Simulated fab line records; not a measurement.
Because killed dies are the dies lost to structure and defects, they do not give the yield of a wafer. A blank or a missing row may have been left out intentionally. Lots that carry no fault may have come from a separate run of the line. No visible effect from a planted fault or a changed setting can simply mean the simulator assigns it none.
fab line records | flow n5Finfet
record: lots: 6 wafers: 18 lastDay: 19
route steps=1938 shown BEOL_M12@1647 BEOL_M13@1659 PASSIVATION@1936
lots untouched by any fault: they come from a run of this same line in which no faults occurred
startH: hours from the record's first day to the start of the lot's first wafer shown | waitH: time in hours since the lot's previous step | " identical to the entry in the row above | L1.1+2: a row that stands for several wafers | - no value, or no start was given | * or withheld: withheld | < > ~ a bound
route shown NAME@n: a module of which the file shows steps, and the number in the route of the first | usual: the fault-free wafers' mean and standard deviation | same: alike in all rows | chamber/n: place in a boat | sites: the reading at each site | _std_site: standard deviation of those values | _edge_site: outer sites' mean less inner sites' | radiusMm: how far each site lies from the wafer's centre | mask NAME#n: copy n | behind: the most recent tool/chamber to have shaped the wafer | hold: what put the lot on hold/how long, in hours/how the hold closed | device: transistor that didn't switch, given as n, p or np | end of line: tests run on the same wafers once the route is complete | for a step that has no rows: nothing shown but its recipe | killed: not the wafer's yield, but the dies lost to structure and defects at the first sort | map: dies across one wafer; x = killed, . = not, _ = none there
set.NAME: the setting as run; set.NAME@STEP: as run at that earlier step | model.NAME: the simulator's own value behind a step, which no gauge read
a table for each step, a row for each wafer; lots at some steps of the route
services: from which hour (startH, from the record's first day; less than 0 if before it) a tool's chamber was out of use, for how many hours, and why
== steps ==
step: N5_BEOL_M12_PRE_CLEAN_42
recipe: gas: H2/He timeS: 30 tempC: 250
step: N5_BEOL_M12_SPUTTER_43
recipe: material: TaN targetThkA: 150 tempC: 50 biasV: 168.6 powerW: 15000 chamberPressurePa: 0.12 timeS: 24.19
usual: susceptorTempC: 49.99/0.11 throttleValvePct: 30.3/0.73
same: timeS: 24.19
columns lot.wafer tool chamber startH waitH susceptorTempC throttleValvePct
L723.2 pvdSputter-02 - 259.53 0.0 49.97 30.8
L723.3 " - " " 49.93 31.1
L723.5 " - " " 50.00 30.6
L728.2 pvdSputter-01 - 333.49 0.0 49.92 29.4
L728.3 " - " " 50.19 31.2
L728.5 " - " " 49.97 31.6
L733.2 pvdSputter-02 - 375.28 0.0 49.77 29.2
L733.5 " - " " 49.95 30.2
L733.6 " - " " 49.99 30.6
L736.3 pvdSputter-02 - 375.64 0.0 50.01 31.2
L736.4 " - " " 50.14 30.7
L736.6 " - " " 49.96 31.1
L737.1 pvdSputter-03 - 411.08 0.0 50.03 30.9
L737.4 " - " " 50.04 29.9
L737.5 " - " " 50.06 30.9
L742.1 pvdSputter-03 - 418.63 0.0 49.89 29.5
L742.3 " - " " 49.97 29.7
L742.5 " - " " 50.12 31.0
step: N5_BEOL_M12_SPUTTER_44
recipe: material: Ta targetThkA: 100 tempC: 50 biasV: 80 powerW: 15000 chamberPressurePa: 0.07 timeS: 16.13
usual: susceptorTempC: 50.00/0.13 throttleValvePct: 30.3/0.74
same: timeS: 16.13
columns lot.wafer tool chamber startH waitH susceptorTempC throttleValvePct
L723.2 pvdSputter-02 - 259.61 0.0 49.98 30.6
L723.3 " - " " 50.25 31.0
L723.5 " - " " 50.13 30.2
L728.2 pvdSputter-01 - 333.57 0.0 49.91 29.6
L728.3 " - " " 50.19 31.3
L728.5 " - " " 50.42 31.5
L733.2 pvdSputter-02 - 375.36 0.0 50.14 29.2
L733.5 " - " " 49.99 30.5
L733.6 " - " " 49.90 30.7
L736.3 pvdSputter-02 - 375.72 0.0 50.02 31.1
L736.4 " - " " 49.63 30.5
L736.6 " - " " 49.98 31.1
L737.1 pvdSputter-03 - 411.16 0.0 50.03 31.0
L737.4 " - " " 50.13 30.1
L737.5 " - " " 49.88 31.2
L742.1 pvdSputter-03 - 418.71 0.0 50.09 29.4
L742.3 " - " " 49.81 29.5
L742.5 " - " " 50.14 31.3
step: N5_BEOL_M12_SPUTTER_45
recipe: material: Cu targetThkA: 800 tempC: -20 biasV: 60 powerW: 26000 chamberPressurePa: 0.13 timeS: 13.33
usual: susceptorTempC: -19.98/0.11 throttleValvePct: 30.3/0.72
same: timeS: 13.33
columns lot.wafer tool chamber startH waitH susceptorTempC throttleValvePct
L723.2 pvdSputter-02 - 259.69 0.0 -20.07 30.5
L723.3 " - " " -19.99 31.0
L723.5 " - " " -20.08 30.1
L728.2 pvdSputter-01 - 333.65 0.0 -20.04 29.7
L728.3 " - " " -20.01 31.1
L728.5 " - " " -19.95 31.1
L733.2 pvdSputter-02 - 375.44 0.0 -19.99 29.1
L733.5 " - " " -20.07 30.7
L733.6 " - " " -20.02 30.9
L736.3 pvdSputter-02 - 375.80 0.0 -20.10 31.2
L736.4 " - " " -19.84 30.7
L736.6 " - " " -20.04 30.8
L737.1 pvdSputter-03 - 411.24 0.0 -20.09 30.9
L737.4 " - " " -20.14 30.1
L737.5 " - " " -19.87 31.0
L742.1 pvdSputter-03 - 418.79 0.0 -20.02 29.4
L742.3 " - " " -20.03 29.6
L742.5 " - " " -20.07 31.0
step: N5_BEOL_M12_ECD_47
recipe: material: Cu targetThkA: 7200
step: N5_BEOL_M12_ANNEAL_48
recipe: tempC: 225 timeS: 90 ambient: N2
usual: wafer_temp_C_max: 226.04/0.29
same: timeS: 90
columns lot.wafer tool chamber startH waitH wafer_temp_C_max
L723.2 rtpAnneal-02 0 259.99 0.1 225.71
L723.3 " 0 " " 225.14
L723.5 " 0 " " 225.91
L728.2 rtpAnneal-02 0 334.61 0.8 225.56
L728.3 " 0 " " 225.78
L728.5 " 0 " " 225.90
L733.2 rtpAnneal-02 0 375.74 0.1 225.81
L733.5 " 0 " " 225.90
L733.6 " 0 " " 226.36
L736.3 rtpAnneal-01 0 376.15 0.2 225.97
L736.4 " 0 " " 226.18
L736.6 " 0 " " 226.20
L737.1 rtpAnneal-02 0 411.51 0.1 226.20
L737.4 " 0 " " 225.98
L737.5 " 0 " " 226.57
L742.1 rtpAnneal-01 0 419.21 0.3 226.14
L742.3 " 0 " " 226.32
L742.5 " 0 " " 226.37
step: N5_BEOL_M12_CMP_49
recipe: stopOn: SiOC tOverpolishS: 20.6 downForcePsi: 1 platenRpm: 50 clearingPlatenDownForcePsi: 1.5 clearingPlatenRpm: 50 postCmpClean: cuAlkaline targetThkNm: 320 clearingPlatenPadVelocityMS: 0.99484 padVelocityMS: 0.99484
usual: barrierFieldEndpointS: 30.2/0.69 clearingPlatenRpm: 50.000/0.024 motorCurrentA: 6.2/0.37 overpolishRunS: 20.599/0.0083
columns lot.wafer tool chamber startH waitH barrierFieldEndpointS clearingPlatenRpm motorCurrentA overpolishRunS
L723.3 cmp-02 0 260.25 0.2 30.4 49.994 5.8 20.605
L723.2 " 3 " " 29.3 50.009 6.6 20.598
L723.5 " 0 " " 29.9 50.029 6.0 20.592
L728.2 cmp-02 1 334.94 0.3 29.4 50.050 5.6 20.585
L728.3 " 2 " " 31.6 50.025 6.6 20.606
L728.5 " 0 " " 29.8 50.018 5.5 20.600
L733.2 cmp-03 0 376.03 0.2 30.3 49.997 5.4 20.598
L733.6 " 3 " " 29.8 49.987 6.4 20.601
L733.5 " 0 " " 30.2 50.002 5.6 20.591
L736.3 cmp-02 2 376.35 0.2 31.3 50.000 6.8 20.585
L736.4 " 3 " " 29.5 49.982 6.3 20.590
L736.6 " 3 " " 30.4 49.981 6.5 20.591
L737.4 cmp-03 2 411.80 0.1 30.0 49.985 6.1 20.591
L737.1 " 1 " " 30.1 50.015 7.0 20.591
L737.5 " 3 " " 30.3 50.049 6.2 20.590
L742.1 cmp-03 3 419.55 0.3 30.5 50.007 6.3 20.602
L742.3 " 1 " " 29.8 49.987 6.3 20.604
L742.5 " 3 " " 30.4 50.020 6.4 20.591
step: N5_BEOL_M12_THK_MEAS_50
recipe: thkMeasGauge: xrf reads: Cu_of_BEOL_M12_ECD_47
usual: M12_THK: 324/6.9
columns lot.wafer tool chamber startH waitH M12_THK[nm]
L723.2 filmMetro-01 - 260.54 - 329
L723.3 " - " " 320
L723.5 " - " " 319
L728.2 filmMetro-02 - 335.16 - 320
L728.3 " - " " 318
L728.5 " - " " 331
L733.2 filmMetro-01 - 376.29 - 328
L733.5 " - " " 327
L733.6 " - " " 316
L736.3 filmMetro-01 - 376.65 - 320
L736.4 " - " " 314
L736.6 " - " " 318
L737.1 filmMetro-02 - 412.10 - 330
L737.4 " - " " 329
L737.5 " - " " 327
L742.1 filmMetro-02 - 419.81 - 328
L742.3 " - " " 321
L742.5 " - " " 325
step: N5_BEOL_M12_PRE_CLEAN_52
recipe: gas: NH3 timeS: 15 tempC: withheld rfPowerW: 300
step: N5_BEOL_M12_DEP_53
recipe: material: SiCN targetThkA: 300 tempC: withheld precursor: 3MS/NH3 pressureTorr: 3 rfW: 675 timeS: 10.5
step: N5_BEOL_M12_RS_MEAS_54
recipe: thkMeasGauge: four-point-probe reads: Cu_of_BEOL_M12_ECD_47+Ta_of_BEOL_M12_SPUTTER_44+TaN_of_BEOL_M12_SPUTTER_43
usual: M12_RS: 0.0605/0.0011
columns lot.wafer tool chamber startH waitH M12_RS[ohm/sq]
L723.2 filmMetro-02 - 260.67 0.0 0.0595
L723.3 " - " " 0.0613
L723.5 " - " " 0.0614
L728.2 filmMetro-02 - 335.29 0.0 0.0617
L728.3 " - " " 0.0620
L728.5 " - " " 0.0594
L733.2 filmMetro-02 - 376.42 0.0 0.0586
L733.5 " - " " 0.0589
L733.6 " - " " 0.0608
L736.3 filmMetro-01 - 376.78 0.0 0.0603
L736.4 " - " " 0.0612
L736.6 " - " " 0.0605
L737.1 filmMetro-02 - 412.22 0.0 0.0603
L737.4 " - " " 0.0604
L737.5 " - " " 0.0605
L742.1 filmMetro-01 - 419.93 0.0 0.0609
L742.3 " - " " 0.0615
L742.5 " - " " 0.0612
step: N5_BEOL_M12_INSPECT_55
recipe: inspectInstrument: darkfield mode: postDep
usual: rawDefectCount: 69/25
columns lot.wafer tool chamber startH waitH rawDefectCount
L723.2 defectInspect-01 - 260.69 0.0 40
L723.3 " - " " 68
L723.5 " - " " 59
L728.2 defectInspect-01 - 335.31 0.0 54
L728.3 " - " " 63
L728.5 " - " " 31
L733.2 defectInspect-02 - 376.44 0.0 47
L733.5 " - " " 34
L733.6 " - " " 66
L736.3 defectInspect-02 - 376.80 0.0 79
L736.4 " - " " 74
L736.6 " - " " 61
L737.1 defectInspect-02 - 412.25 0.0 127
L737.4 " - " " 123
L737.5 " - " " 105
L742.1 defectInspect-01 - 419.96 0.0 93
L742.3 " - " " 56
L742.5 " - " " 47
step: N5_BEOL_M13_ILD_DEP_00
recipe: material: SiOC targetThkA: 8379.2 tempC: 350 precursor: DEMS/O2 pressureTorr: 5 rfW: 500 timeS: 166.4
usual: heaterPowerW: 506/65 showerheadPlenumPTorr: 5.696/0.015 susceptorTempC: 350.00/0.21 throttleValvePct: 12.0/0.68
same: timeS: 166.4
columns lot.wafer tool chamber startH waitH heaterPowerW showerheadPlenumPTorr susceptorTempC throttleValvePct
L723.2 pecvd-01 0 260.73 0.0 520 5.679 349.97 11.9
L723.3 " 2 " " 496 5.673 349.90 11.7
L723.5 " 2 " " 388 5.692 349.83 11.7
L728.2 pecvd-03 0 335.35 0.0 428 5.683 350.18 12.1
L728.3 " 2 " " 470 5.699 349.57 11.3
L728.5 " 1 " " 517 5.703 350.32 12.0
L733.2 pecvd-01 0 376.48 0.0 418 5.688 349.90 11.8
L733.5 " 2 " " 466 5.694 350.19 11.6
L733.6 " 1 " " 612 5.699 349.93 10.8
L736.3 pecvd-01 1 376.84 0.0 483 5.701 349.83 10.8
L736.4 " 0 " " 519 5.691 350.22 11.8
L736.6 " 2 " " 461 5.700 349.66 11.8
L737.1 pecvd-03 0 412.29 0.0 490 5.680 350.31 12.3
L737.4 " 1 " " 551 5.700 350.10 11.9
L737.5 " 0 " " 530 5.682 350.10 12.3
L742.1 pecvd-03 1 419.99 0.0 527 5.697 349.88 11.9
L742.3 " 2 " " 472 5.723 349.89 11.2
L742.5 " 0 " " 425 5.676 349.91 12.4
step: N5_BEOL_M13_THK_MEAS_01
recipe: reads: SiOC_of_BEOL_M13_ILD_DEP_00
usual: M13_ILD_THK: 834/10
columns lot.wafer tool chamber startH waitH M13_ILD_THK[nm]
L723.2 filmMetro-02 - 260.88 0.1 821
L723.3 " - " " 830
L723.5 " - " " 844
L728.2 filmMetro-01 - 335.50 0.1 829
L728.3 " - " " 830
L728.5 " - " " 838
L733.2 filmMetro-02 - 376.63 0.1 825
L733.5 " - " " 843
L733.6 " - " " 833
L736.3 filmMetro-02 - 376.99 0.1 813
L736.4 " - " " 827
L736.6 " - " " 844
L737.1 filmMetro-01 - 412.44 0.1 833
L737.4 " - " " 856
L737.5 " - " " 856
L742.1 filmMetro-01 - 420.15 0.1 813
L742.3 " - " " 814
L742.5 " - " " 826
step: N5_BEOL_M13_COAT_58
recipe: resist: BARC tempC: 205 timeS: 60 spinRpm: 1500 resistThkNm: 89
step: N5_BEOL_M13_COAT_04
recipe: spinRpm: 1625 resistThkNm: 400
step: N5_BEOL_M13_EBR_06
recipe: solvent: PGMEA ebrWidthMm: 1.5
step: N5_BEOL_M13_SOFTBAKE_05
recipe: tempC: 130 timeS: 60
step: N5_BEOL_M13_EXPOSE_07
recipe: maskId: V12 na: 0.93 sourceShape: conventional sigmaOuter: 0.6 polarization: unpolarized attpsmPhaseDeg: 180 doseMj: 24.8
step: N5_BEOL_M13_PEB_08
recipe: pebTempC: 130 pebTimeS: 90
step: N5_BEOL_M13_DEVELOP_09
recipe: developTimeS: 45 rinseLiquid: diw dry: airSpin devTempC: 21
step: N5_BEOL_M13_HARDBAKE_14
recipe: tempC: 130 timeS: 120
step: N5_BEOL_M13_CD_MEAS_10
recipe: targetCdNm: 190 landingEnergyEv: 500 detector: seInlens polarity: opening
usual: cdNm: 190.5/1.3
columns lot.wafer tool chamber startH waitH cdNm
L723.2 cdSem-03 0 261.18 - 191.4
L723.3 " 0 " " 189.1
L723.5 " 0 " " 191.1
L728.2 cdSem-02 0 335.93 - 191.8
L728.3 " 0 " " 191.6
L728.5 " 0 " " 191.3
L733.2 cdSem-03 0 376.93 - 189.6
L733.5 " 0 " " 189.3
L733.6 " 0 " " 188.6
L736.3 cdSem-03 0 377.29 - 188.1
L736.4 " 0 " " 187.7
L736.6 " 0 " " 189.0
L737.1 cdSem-02 0 412.74 - 191.4
L737.4 " 0 " " 192.3
L737.5 " 0 " " 190.8
L742.1 cdSem-01 0 420.45 - 191.8
L742.3 " 0 " " 191.6
L742.5 " 0 " " 191.3
step: N5_BEOL_M13_OVL_MEAS_11
recipe: pointsPerWafer: 44
usual: V12_OVL: 3/5.1
columns lot.wafer tool chamber startH waitH V12_OVL[nm]
L723.2 overlay-02 0 261.21 0.0 4
L723.3 " 0 " " 8
L723.5 " 0 " " 5
L728.2 overlay-02 0 335.96 0.0 2
L728.3 " 0 " " -4
L728.5 " 0 " " 3
L733.2 overlay-01 0 376.96 0.0 -3
L733.5 " 0 " " 2
L733.6 " 0 " " -3
L736.3 overlay-01 0 377.32 0.0 -4
L736.4 " 0 " " 7
L736.6 " 0 " " 9
L737.1 overlay-01 0 412.77 0.0 5
L737.4 " 0 " " 4
L737.5 " 0 " " -4
L742.1 overlay-02 0 420.48 0.0 7
L742.3 " 0 " " 6
L742.5 " 0 " " 2
step: N5_BEOL_M13_INSPECT_12
recipe: mode: adi inspectInstrument: macro
usual: rawDefectCount: 2.3/1.5
columns lot.wafer tool chamber startH waitH rawDefectCount
L723.2 defectInspect-01 - 261.24 0.0 3
L723.3 " - " " 2
L723.5 " - " " 3
L728.2 defectInspect-02 - 335.98 0.0 3
L728.3 " - " " 2
L728.5 " - " " 1
L733.2 defectInspect-02 - 376.99 0.0 3
L733.5 " - " " 235
L733.6 " - " " 3
L736.3 defectInspect-02 - 377.35 0.0 1
L736.4 " - " " 2
L736.6 " - " " 265
L737.1 defectInspect-02 - 412.80 0.0 1
L737.4 " - " " 3
L737.5 " - " " 3
L742.1 defectInspect-01 - 420.50 0.0 1
L742.3 " - " " 3
L742.5 " - " " 1
step: N5_BEOL_M13_DESCUM_15
recipe: chemistry: O2 timeS: 7.9 sourcePowerW: 50 biasPowerW: 20 pressureMtorr: 20 rfFrequencyHz: 2.712e+07 tempC: 40 o2FlowSccm: 225
step: N5_PASSIVATION_PROBE_49
usual: defectLimitedYield: 90.9/1.4 killed_at_M0_to_M3: 38/11 killed_at_M4_up: 13/5.9 killedAtContacts: 14/6.4 killedAtFrontEnd: 38/11 killedAtOther: 3.3/2.5 killedDies: 107/16 killedOpen: 70/12 killedShort: 35/7.7 sort_bin_5_function: 5.3/0.94 sort_bin_6_memory: 3.5/0.7 sortNPass: 1073/16 sortYieldPct: 90.9/1.4
same: grossDies: 1180 killedAtBackSide: 0 sort_bin_4_leakage[%]: 0 sort_bin_8_speed[%]: 0
columns lot.wafer tool chamber startH waitH defectLimitedYield[%] killed_at_M0_to_M3 killed_at_M4_up killedAtContacts killedAtFrontEnd killedAtOther killedDies killedOpen killedShort sort_bin_5_function[%] sort_bin_6_memory[%] sortNPass sortYieldPct[%]
L723.2 prober-01 - 290.97 0.1 91.5 35 11 20 31 3 100 68 32 5.4 3.0 1080 91.5
L723.3 prober-01 - 291.02 0.1 88.4 48 20 14 49 6 137 95 40 7.3 4.0 1043 88.4
L723.5 prober-01 - 291.12 0.2 90.3 40 11 24 39 1 115 80 35 6.1 3.6 1065 90.3
L733.2 prober-02 - 406.71 0.1 92.1 39 9 9 34 2 93 55 36 4.5 3.2 1087 92.1
L733.5 prober-02 - 406.86 0.2 85.3 41 96 5 30 2 174 57 28 8.7 4.7 1006 85.3
L733.6 prober-02 - 406.91 0.3 91.9 38 11 8 33 5 95 67 26 4.3 3.6 1085 91.9
L736.3 prober-02 - 414.74 0.1 92.0 29 8 3 52 2 94 55 39 4.2 3.6 1086 92.0
L736.6 prober-02 - 414.89 0.3 83.2 40 103 11 42 2 198 62 43 11.6 3.4 982 83.2
killed by level:class
L723.2 MOL_CONTACT_COAG:geometricParticle:open=19 BEOL_M3:geometricParticle:open=9 FIN_SAQP:geometricParticle:short=7 BEOL_M2:geometricParticle:open=7 BEOL_M0_SAQP:geometricParticle:open=6 FIN_SAQP:geometricParticle:open=5 GATE_CUT:geometricParticle:short=4 BEOL_M1:geometricParticle:open=4
L723.3 BEOL_M3:geometricParticle:open=15 BEOL_M0_SAQP:geometricParticle:open=15 MOL_CONTACT_COAG:geometricParticle:open=13 BEOL_M4:geometricParticle:open=9 GATE_CUT:geometricParticle:short=9 FIN_SAQP:geometricParticle:open=7 BEOL_M0_SAQP:geometricParticle:short=7 BEOL_M2:geometricParticle:open=6
L723.5 MOL_CONTACT_COAG:geometricParticle:open=17 FIN_SAQP:geometricParticle:open=9 BEOL_M0_SAQP:geometricParticle:open=9 BEOL_M3:geometricParticle:open=8 MOL_CONTACT_COAG:geometricParticle:short=7 BEOL_M0_SAQP:geometricParticle:short=7 BEOL_M2:geometricParticle:open=6 FIN_SAQP:geometricParticle:short=5
L733.2 BEOL_M3:geometricParticle:open=13 FIN_SAQP:geometricParticle:open=6 GATE_CUT:geometricParticle:short=6 BEOL_M0_SAQP:geometricParticle:open=6 MOL_CONTACT_COAG:geometricParticle:open=5 BEOL_M0_SAQP:geometricParticle:short=5 MOL_CONTACT_COAG:geometricParticle:short=4 BEOL_M1:geometricParticle:open=4
L733.5 BEOL_M13:unspecified=86 BEOL_M0_SAQP:geometricParticle:open=9 BEOL_M0_SAQP:geometricParticle:short=9 STI_FIN_REVEAL:geometricParticle:open=8 BEOL_M2:geometricParticle:open=8 BEOL_M3:geometricParticle:open=7 FIN_SAQP:geometricParticle:open=6 GATE_CUT:geometricParticle:short=4
L733.6 BEOL_M3:geometricParticle:open=16 FIN_SAQP:geometricParticle:open=13 FIN_SAQP:geometricParticle:short=6 BEOL_M1:geometricParticle:open=6 MOL_CONTACT_COAG:geometricParticle:open=6 BEOL_M3:geometricParticle:short=5 BEOL_M0_SAQP:geometricParticle:short=4 BEOL_M0_SAQP:geometricParticle:open=4
L736.3 FIN_SAQP:geometricParticle:open=12 BEOL_M0_SAQP:geometricParticle:open=11 FIN_SAQP:geometricParticle:short=10 GATE_CUT:geometricParticle:short=8 GATE_CUT:geometricParticle:open=5 BEOL_M0_SAQP:geometricParticle:short=5 BEOL_M1:geometricParticle:open=5 BEOL_M5:geometricParticle:open=5
L736.6 BEOL_M13:unspecified=93 BEOL_M0_SAQP:geometricParticle:short=16 STI_FIN_REVEAL:geometricParticle:open=12 FIN_SAQP:geometricParticle:short=10 MOL_CONTACT_COAG:geometricParticle:open=8 BEOL_M0_SAQP:geometricParticle:open=8 DUMMY_GATE:geometricParticle:open=6 FIN_SAQP:geometricParticle:open=5
map L733.5 (x killed, . not)
_________________..x.........________________
______________...x.............._____________
___________x..............x........__________
__________......................xx.._________
________.............x................_______
_______............x.x...x......x......______
______...........................x......_____
_____.x....................x.x.x..x......____
____.................x....................___
___.............x.....x..xx.......x........__
___...............x....................x.x.__
__.........x...x..............x............._
__...x.x...............................x...._
_..x.............x............x.....x.....x..
_......................................x..x..
_x..................x.x..x.xxx.x.............
_..x.............x......xx.xxx.x...x.x.......
_............x......x..x.xxxxx...............
_..........x........xxxxxxxxxxxx.....x.......
_.....................xxxxxxxxx.x.........xx.
_......xx...........x..xxxxxxx.xx...x........
__...............x.x..xxxxxxxxxx............_
__x.................xxxxxxxxxxx....x........_
___............x..x...xxxxxxxxx.xx.........__
___x..........x.........x.xxx.xx....x....x.__
____.......x...x.x.........x.x.......x....___
_____...x..x.............................____
______..........x.............xx....x..._____
_______...............x................______
________....x...................x....._______
__________..................x......x_________
___________.x............x..x......__________
______________.........x....x..._____________
_________________............________________
map L736.6 (x killed, . not)
_________________...xx...x...________________
______________.....x.......x..x._____________
___________........................__________
__________....x....x..............x._________
________....xx........xx....x....xx..._______
_______....x...........................______
______.................................._____
_____...x....x.........................x.____
____...x.........x.............x......x...___
___......x..x.......x...........x..........__
___................x.......................__
__....x......x................x...x.x......x_
__.x.............................x.........._
_....x..x.x.....x..........................x.
_.x....x..............x.x.....xx....xx.....x.
_..x....................x.xx.......x...x....x
_....xx.........x......x.xx....x...x......x..
_........x..x...........xxxxxxxx.............
_...................x.xxxxxxxx...x...........
_x.......x..x......xxxxxxxxxxxxxx...x........
_xx..x..x.x......xxxxxxxxxxxxxxxxx...........
__...............x..xxxxxxxxxx.xx......x...x_
__....x...x..........xxxxxxxxxxx....x......._
___x..................xxxx.x.x.x...........__
___......x..x........x..xx...xx.x.x....x...__
____.....x..........x...xxx...............___
_____......x...........xx.x.x...x........____
______..................x.........x....._____
_______x.........................x.....______
________.................x....x......._______
__________...x....................xx_________
___________...................x....__________
______________........x........._____________
_________________.x....x.....________________
== services ==
columns tool chamber startH hours kind
pvdSputter-01 - 237.91 1.1 repair
pecvd-01 1 274.17 12.3 repair
pecvd-01 - 275.27 0.9 repair
pecvd-03 - 286.12 14.6 pm
pecvd-01 1 305.00 2.1 scheduledDown
cmp-02 - 308.14 9.1 pm
rtpAnneal-01 - 333.08 4.2 pm
pecvd-01 0 349.73 2.1 scheduledDown
cmp-02 - 361.68 5.7 pm
cmp-03 - 362.10 4.8 pm
cmp-03 - 370.14 4.0 pm
cmp-03 - 374.14 - consumableReplace:conditioner
cmp-03 - 374.14 - consumableReplace:pad
cmp-03 - 384.58 9.7 pm
pecvd-01 2 389.29 2.1 scheduledDown
pecvd-03 1 405.28 5.5 scheduledDown
cmp-02 - 415.99 4.0 pm
cmp-02 - 419.99 - consumableReplace:conditioner
cmp-02 - 419.99 - consumableReplace:pad
== key ==
firstSign: step: N5_BEOL_M13_INSPECT_12 reading: rawDefectCount direction: up sigmas: 99+ usual: 2.3 struck: 250
effect: step: N5_PASSIVATION_PROBE_49 reading: killed_at_M4_up direction: up sigmas: 15 usual: 13 struck: 100
moreKillsBornAt: N5_BEOL_M13_ILD_DEP_00@pecvd-01: 179
metAt N5_BEOL_M13_ILD_DEP_00
struckWafers L733.5,L736.6
onsetBetween 260.73 376.48
fault: kind: chamberParticleSource tool: pecvd-01 chamber: 2 onsetH: 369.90 steps: N5_BEOL_M13_ILD_DEP_00 ratePerVisitCm2: 0.38026 endH: 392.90
